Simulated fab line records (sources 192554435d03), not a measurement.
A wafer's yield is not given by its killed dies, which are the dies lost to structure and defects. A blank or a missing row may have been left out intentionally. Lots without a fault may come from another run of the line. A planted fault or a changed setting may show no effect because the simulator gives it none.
One fault seen from 2 desks + flow n5-finfet + only its own numbers are on each desk; what lay behind them is given at the end

## TOOL OWNER'S DESK, pecvd-03
The tool's own readings at N5_BEOL_M11_DEP_56 (deposits SiCN from 3MS/NH3, target thk 30 nm, time 10.5 s): means of the sampled wafers that have a number, for each lot that ran on this tool. A lot is out of limits, marked OUT, if its mean lies more than 4 standard deviations from the usual mean; the brackets give that distance.
Columns: A = showerhead-plenum-p-Torr at N5_BEOL_M11_DEP_56, usual 4.17 Torr; B = throttle-valve-pct at N5_BEOL_M11_DEP_56, usual 17.9 %
| lot  | first seen here | A    | B    |
|------|-----------------|------|------|
| L936 | day 13 05:32    | 4.14 | 18.5 |
| L943 | day 14 13:13    | 4.13 | 17.8 |
This desk's finding: nothing out of limits on any of the 2 lots.

## AT THE METROLOGY DESK
What the gauges read, lot by lot, whatever tool the lot ran on: means of the sampled wafers that have a number. A lot is out of limits, marked OUT, if its mean lies more than 4 standard deviations from the usual mean; the brackets give that distance.
Columns: A = M11_THK at N5_BEOL_M11_THK_MEAS_53, usual 140.4 nm; B = M11_RS at N5_BEOL_M11_RS_MEAS_57, usual 0.1517 ohm/sq
| lot  | first seen here | A     | B      |
|------|-----------------|-------|--------|
| L936 | day 13 05:29    | 140.8 | 0.1513 |
| L943 | day 14 13:10    | 142.2 | 0.1497 |
| L955 | day 18 09:53    | 143.4 | 0.1501 |
| L956 | day 19 01:33    | 137.9 | 0.1538 |
| L953 | day 19 07:38    | 138.7 | 0.1538 |
This desk's finding: nothing out of limits on any of the 5 lots.

## BROUGHT TOGETHER
The tool owner's desk saw nothing out of limits.
At the metrology desk, nothing out of limits was observed.

## WHAT THE SIMULATOR HAD PUT IN
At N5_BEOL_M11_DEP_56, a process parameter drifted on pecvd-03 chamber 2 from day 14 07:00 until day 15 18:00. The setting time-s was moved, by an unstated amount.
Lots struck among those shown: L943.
